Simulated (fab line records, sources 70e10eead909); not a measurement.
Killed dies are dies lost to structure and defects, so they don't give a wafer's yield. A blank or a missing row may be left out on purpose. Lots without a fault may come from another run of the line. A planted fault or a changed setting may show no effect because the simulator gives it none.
Chamber matching | flow nand_harc | NHARC_A_CHANNEL_FILL_D2_ALD_14 on ald_hk-02: 4 sister chambers
The step deposits SiO2, target thk 2.5 nm, pulse time 10 s, ald cycles 25. 7 wafers are shown with their chamber, then 8 later ones without.

WAFERS WITH THEIR CHAMBER
wafer  | chamber | heater_power_w (W) | precursor_pulse_height_rel
L083.2 | 3       | 526                | 1.006
L084.1 | 2       | 420                | 1.007
L084.4 | 0       | 547                | 0.994
L092.1 | 3       | 527                | 1.036
L092.4 | 1       | 479                | 1.028
L092.5 | 1       | 478                | 1.031
L093.4 | 0       | 543                | 0.974

WAFERS WITHOUT THEIR CHAMBER
wafer  | heater_power_w (W) | precursor_pulse_height_rel
L093.5 | 545                | 1.009
L093.6 | 530                | 1.008
L095.1 | 406                | 1.013
L095.4 | 538                | 1.026
L095.6 | 525                | 0.989
L096.4 | 539                | 0.999
L096.5 | 412                | 0.958
L096.6 | 529                | 0.999

WHICH CHAMBER EACH WENT THROUGH
wafer  | from the rows above     | in truth
L093.5 | 0                       | 0
L093.6 | 3                       | 3
L095.1 | 2                       | 2
L095.4 | can't be placed: 0 or 3 | 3
L095.6 | 3                       | 3
L096.4 | 0                       | 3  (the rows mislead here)
L096.5 | 2                       | 2
L096.6 | 3                       | 3
Placed correctly: 6 of 8. Can't be placed from these rows: 1 (the true chamber is among the candidates in 1). Placed wrongly: 1.
How it was worked out, from the rows above alone: a wafer's distance from a chamber is the root of the sum, over the readings, of the square of ((its reading less the chamber's mean) divided by the reading's scatter). The wafer belongs to the nearest chamber; if the next one is less than 2 further off, it can't be placed. A chamber's mean is the mean of its shown wafers. The scatter: the root of (the sum of the squares of (reading less its chamber's mean) over the shown wafers, divided by (wafers less chambers)).
